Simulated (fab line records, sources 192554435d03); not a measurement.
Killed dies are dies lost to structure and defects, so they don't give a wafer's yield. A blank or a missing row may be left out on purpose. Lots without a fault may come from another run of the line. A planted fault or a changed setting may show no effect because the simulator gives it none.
Split-lot experiment | flow n5_finfet | 7 lots, 33 wafers read, on a route of 1938 steps

THE SPLIT
At N5_BEOL_M13_ETCH_59 (etches BARC in N2/H2, target depth 89 nm, overetch 26.7 nm, time 67.9 s), the setting time_s was moved away from the recipe's 67.9 s on 12 of the 33 wafers read, by -36.6% to +45.4%. The other wafers ran this setting at the recipe's value.

FROM THE SPLIT TO THE READING: what the file shows between them, 5 steps
- N5_BEOL_M13_VIA_ETCH_16: etches SiOC in C4F8/O2/Ar, target depth 921.7 nm
- N5_BEOL_M13_STRIP_63: strips in N2/H2
- N5_BEOL_M13_STRIP_64: strips in N2/H2
- N5_BEOL_M13_STRIP_71: strips in post etch residue remover, time 60 s
- N5_BEOL_M13_SRD_72: time 30 s, dry time 30 s

THE READING
cd_nm, in nm, at N5_BEOL_M13_CD_MEAS_17 (target cd 190 nm). Fault-free wafers of this fab line usually give 190.5 nm, standard deviation 1.6 nm.

wafer  | tool, chamber at the split | time_s as run, s | against the recipe | cd_nm, nm | against lot-mates on the recipe
L074.1 | rie_diel-04, 0             | 55.14            | -18.8%             | 189.2     | -1.8
L074.2 | rie_diel-04, 1             | 55.14            | -18.8%             | 188.4     | -2.6
L074.3 | rie_diel-04, 2             | 55.14            | -18.8%             | 186.6     | -4.4
L074.4 | rie_diel-04, 3             | 67.9             | recipe             | 191.1     | -
L074.5 | rie_diel-04, 3             | 67.9             | recipe             | 190.8     | -
L074.6 | rie_diel-04, 0             | 67.9             | recipe             | 191.2     | -
L081.2 | rie_diel-04, 2             | 98.71            | +45.4%             | 198.8     | +6.6
L081.3 | rie_diel-04, 1             | 98.71            | +45.4%             | 197.6     | +5.4
L081.5 | rie_diel-04, 1             | 67.9             | recipe             | 192.2     | -
L084.1 | rie_diel-03, 1             | 67.9             | recipe             | 189.6     | -
L084.2 | rie_diel-03, 3             | 67.9             | recipe             | 190.1     | -
L084.3 | rie_diel-03, 2             | 67.9             | recipe             | 189.4     | -
L084.4 | rie_diel-03, 1             | 67.9             | recipe             | 189.5     | -
L084.5 | rie_diel-03, 3             | 67.9             | recipe             | 190.3     | -
L084.6 | rie_diel-03, 2             | 67.9             | recipe             | 191.4     | -
L085.1 | rie_diel-03, 0             | 67.9             | recipe             | 191.6     | -
L085.2 | rie_diel-03, 3             | 43.02            | -36.6%             | 189.0     | -2.8
L085.3 | rie_diel-03, 2             | 67.9             | recipe             | 190.7     | -
L085.4 | rie_diel-03, 1             | 43.02            | -36.6%             | 187.6     | -4.2
L085.5 | rie_diel-03, 0             | 67.9             | recipe             | 193.2     | -
L085.6 | rie_diel-03, 1             | 43.02            | -36.6%             | 187.5     | -4.3
L090.1 | rie_diel-01, 1             | 67.9             | recipe             | 189.8     | -
L090.3 | rie_diel-01, 2             | 67.9             | recipe             | 190.6     | -
L090.5 | rie_diel-01, 0             | 67.9             | recipe             | 191.0     | -
L096.1 | rie_diel-01, 0             | 67.9             | recipe             | 188.7     | -
L096.4 | rie_diel-01, 2             | 80.92            | +19.2%             | 191.2     | +3.1
L096.5 | rie_diel-01, 3             | 67.9             | recipe             | 187.4     | -
L095.1 | rie_diel-04, 0             | 67.9             | recipe             | 189.2     | -
L095.2 | rie_diel-04, 2             | 47.8             | -29.6%             | 185.3     | -3.4
L095.3 | rie_diel-04, 1             | 47.8             | -29.6%             | 184.5     | -4.2
L095.4 | rie_diel-04, 3             | 67.9             | recipe             | 189.0     | -
L095.5 | rie_diel-04, 2             | 67.9             | recipe             | 188.0     | -
L095.6 | rie_diel-04, 1             | 47.8             | -29.6%             | 185.0     | -3.7

THE FIT
A straight line over all 33 wafers: cd_nm changes by +0.132 nm for each +1% of time_s; r = +0.84; the points scatter about the line by 1.6 nm.
The same after taking each lot's own level away (the mean of its wafers on the recipe; 33 wafers): +0.126 nm for each +1%; r = +0.95; scatter 0.77 nm.
On that fit, the largest move of time_s shifts the reading by 5.7 nm.
The lots' own levels span 188.05 to 192.20 nm, that is 2.6 times the standard deviation above.
So the lot-to-lot level changes the slope little: the two slopes agree.
Check: with one of the wafers moved furthest among these (+45.4%) left out of the fit, the line predicts +5.49 nm for it against its lot-mates. It came out at +6.6 nm against them.

OTHER SPLITS ON THESE WAFERS
These wafers also went through other splits before the reading. Each is held against what the fit with the lots' levels taken away leaves over:
other split on the same wafers | wafers away from the commonest value | r with cd_nm (lot level and that fit taken away)
N5_BEOL_M11_VIA_ETCH_34 time_s | 13                                   | +0.08

THE WHOLE CHAIN: every reading that the file lists as answering this split, in the file's order
step                   | what it does                                                            | reading                                                                          | change (the file's fit)                                                              | r (the file's)
N5_BEOL_M13_ETCH_59    | etches BARC in N2/H2, target depth 89 nm, overetch 26.7 nm, time 67.9 s | etch.depth_nm (the simulator's own value, which no gauge read)                   | not straight: 73.06 at the lowest setting, 89.02 at the recipe, 88.75 at the highest | not given
N5_BEOL_M13_ETCH_59    | etches BARC in N2/H2, target depth 89 nm, overetch 26.7 nm, time 67.9 s | coat_of_BEOL_M13_COAT_04.thk_nm (the simulator's own value, which no gauge read) | -0.656 nm for each +1% of the setting                                                | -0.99
N5_BEOL_M13_STRIP_63   | strips in N2/H2                                                         | strip_time_to_endpoint_s                                                         | withheld for each +1% of the setting                                                 | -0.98
N5_BEOL_M13_CD_MEAS_17 | target cd 190 nm                                                        | cd_nm                                                                            | +0.125 nm for each +1% of the setting                                                | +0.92

THE FILE'S OWN FIT
cd_nm changes by +0.125 nm for each +1% of time_s, r = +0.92.
